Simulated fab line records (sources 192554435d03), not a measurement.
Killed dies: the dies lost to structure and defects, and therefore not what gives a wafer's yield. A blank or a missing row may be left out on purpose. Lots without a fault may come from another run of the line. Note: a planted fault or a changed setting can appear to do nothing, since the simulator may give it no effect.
Which tool was responsible?	flow n5-finfet	route of 1938 steps, sampled at 1 step: 12 lots, 36 wafers

WHAT THE GAUGES SHOWED, per wafer
N5_DUMMY_GATE_CD_MEAS_15 targets a cd of 25.8 nm.
lot	measured	on	cd-nm (nm)
L075	day 3 06:05	cd-sem-01	25.34 24.69 25.08
L077	day 3 18:35	cd-sem-03	25.00 25.41 24.83
L079	day 4 03:35	cd-sem-02	24.83 24.84 25.20
L081	day 4 15:56	cd-sem-03	25.14 24.64 25.21
L083	day 5 03:18	cd-sem-03	25.00 25.01 24.79
L085	day 5 17:12	cd-sem-01	24.74 25.03 25.01
L087	day 6 04:32	cd-sem-03	24.91 25.01 25.30
L089	day 6 15:37	cd-sem-01	24.81 25.28 25.01
L091	day 7 06:22	cd-sem-03	24.94 25.22 25.04
L093	day 7 18:34	cd-sem-03	24.93 24.98 25.06
L095	day 8 03:47	cd-sem-01	25.16 25.35 24.97
L097	day 8 18:53	cd-sem-03	24.85 24.80 24.85

TOOL THAT RAN EACH LOT (tool first, then ch and the chambers of the sampled wafers, then the start)
The record shows no process step preceding these readings.

THE ANSWER, worked out from the rows above alone
Rule: the lots themselves supply what counts as usual. Put in order of their means at a reading, lots are off if they are a third of the lots or fewer, leave a main group of 4 or more, and stand apart from it by a gap of 3 or more times the standard deviation of the main group's means; of several such gaps the widest counts. A main group is skipped when, at the precision printed for the reading in the tables above, its means are all equal. Also off: a lot with no number at a reading for which 4 or more lots have one. All remaining lots with rows at the step are treated as sound.
Nothing can be told from this: no lot is off at any reading shown.

WHAT THE SIMULATOR PUT IN
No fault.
